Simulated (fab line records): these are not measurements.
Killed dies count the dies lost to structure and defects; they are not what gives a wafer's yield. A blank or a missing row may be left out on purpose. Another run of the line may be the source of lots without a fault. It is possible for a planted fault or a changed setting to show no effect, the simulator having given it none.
One fault seen from 2 desks / flow n5 finfet / each desk has only its own numbers; what lay behind them comes last

== AT THE TOOL OWNER'S DESK: pecvd-02 ==
The tool's own readings at N5_BEOL_M3_PECVD_72 (deposits SiO2 from TEOS/O2, target thk 16 nm, time 18 s): means of the sampled wafers that have a number, for each lot that ran on this tool. If a lot's mean is further than 4 standard deviations from the usual mean, the lot is out of limits and carries the mark OUT (the distance appears in the brackets).
Columns: A = heater power w at N5_BEOL_M3_PECVD_72, usual 737 W; B = showerhead plenum p Torr at N5_BEOL_M3_PECVD_72, usual 8.77 Torr; C = susceptor temp C at N5_BEOL_M3_PECVD_72, usual 399.97 C; D = throttle valve pct at N5_BEOL_M3_PECVD_72, usual 22.5 %
lot=L444; first seen here=day 7 11:32; A=813; B=8.76; C=400.10; D=22.1
lot=L452; first seen here=day 9 12:43; A=864; B=8.81; C=404.61 (+22) OUT; D=21.9
lot=L456; first seen here=day 10 14:28; A=880; B=8.81; C=404.88 (+23) OUT; D=22.0
Finding of this desk: L452, L456 out of limits; the first was L452 at day 9 12:43, on susceptor temp C at N5_BEOL_M3_PECVD_72. In limits: L444.

== METROLOGY DESK ==
What the gauges read, lot by lot, whatever tool the lot ran on: means of the sampled wafers that have a number. If a lot's mean is further than 4 standard deviations from the usual mean, the lot is out of limits and carries the mark OUT (the distance appears in the brackets). 7 of its 10 readings are shown, namely those furthest out on some lot.
Columns: A = IOFF_N at N5_BEOL_M4_RC_MEAS_101, usual 0.17 nA/um; B = IOFF_P at N5_BEOL_M4_RC_MEAS_101, usual 0.23 nA/um; C = ION_N at N5_BEOL_M4_RC_MEAS_101, usual 675 uA/um; D = ION_P at N5_BEOL_M4_RC_MEAS_101, usual 460 uA/um; E = SS_N at N5_BEOL_M4_RC_MEAS_101, usual 71.7 mV/dec; F = VT_N at N5_BEOL_M4_RC_MEAS_101, usual 249 mV; G = VT_P at N5_BEOL_M4_RC_MEAS_101, usual -250 mV
lot=L444; first seen here=day 8 05:14; A=0.17; B=0.22; C=668; D=458; E=71.4; F=249; G=-251
lot=L452; first seen here=day 10 09:22; A=0.14; B=0.22; C=671; D=469; E=71.3; F=252; G=-249
lot=L455; first seen here=day 11 11:02; A=0.23; B=0.29; C=688; D=472; E=71.6; F=242; G=-244
lot=L456; first seen here=day 12 17:08; A=0.18; B=0.24; C=670; D=458; E=72.5; F=249; G=-249
This desk's verdict: no lot among the 4 shows anything out of limits.

== ALL TOGETHER ==
On L452, L456, at day 9 12:43, an alarm was possible from the tool owner's desk.
At the metrology desk, nothing out of limits was observed.
The metrology desk holds a record of L452, L456, inside its limits.
The lots listed all ran N5_BEOL_M3_PECVD_72 on pecvd-02.

== WHAT THE SIMULATOR PUT IN ==
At N5_BEOL_M3_PECVD_72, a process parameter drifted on pecvd-02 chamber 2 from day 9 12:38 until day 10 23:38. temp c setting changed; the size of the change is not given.
Shown lots that were struck: L452, L456.
Each desk's first reading out of limits, in hours after the fault started: the tool owner's desk, 0.
